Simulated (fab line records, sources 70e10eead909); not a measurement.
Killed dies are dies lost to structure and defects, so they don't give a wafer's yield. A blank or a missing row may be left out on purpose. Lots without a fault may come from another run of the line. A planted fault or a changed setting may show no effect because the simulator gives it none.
Chamber matching | flow nand_harc | NHARC_P_GATE_DESCUM_48 on rie_diel-07: 4 sister chambers
The step chemistry O2, time 3 s. 8 wafers are shown with their chamber, then 7 later ones without.

WAFERS WITH THEIR CHAMBER
wafer  | chamber | showerhead_plenum_p_Torr (Torr) | drypump_motor_current_A (A)
L078.5 | 1       | 1.88                            | 4.7
L079.2 | 3       | 2.07                            | 5.6
L079.4 | 0       | 1.86                            | 6.7
L079.1 | 1       | 1.88                            | 4.7
L079.5 | 3       | 2.07                            | 5.6
L079.6 | 2       | 2.02                            | 6.0
L090.1 | 0       | 1.85                            | 6.6
L090.3 | 2       | 2.01                            | 6.0

WAFERS WITHOUT THEIR CHAMBER
wafer  | showerhead_plenum_p_Torr (Torr) | drypump_motor_current_A (A)
L090.6 | 1.87                            | 4.7
L094.1 | 2.01                            | 5.9
L094.4 | 2.06                            | 5.5
L094.6 | 2.01                            | 6.0
L093.4 | 2.01                            | 6.0
L093.5 | 1.87                            | 4.7
L093.6 | 2.01                            | 5.9

WHICH CHAMBER EACH WENT THROUGH
wafer  | from the rows above | in truth
L090.6 | 1                   | 1
L094.1 | 2                   | 2
L094.4 | 3                   | 3
L094.6 | 2                   | 2
L093.4 | 2                   | 2
L093.5 | 1                   | 1
L093.6 | 2                   | 2
Placed correctly: 7 of 7. Can't be placed from these rows: 0. Placed wrongly: 0.
How it was worked out, from the rows above alone: a wafer's distance from a chamber is the root of the sum, over the readings, of the square of ((its reading less the chamber's mean) divided by the reading's scatter). The wafer belongs to the nearest chamber; if the next one is less than 2 further off, it can't be placed. A chamber's mean is the mean of its shown wafers. The scatter: the root of (the sum of the squares of (reading less its chamber's mean) over the shown wafers, divided by (wafers less chambers)).
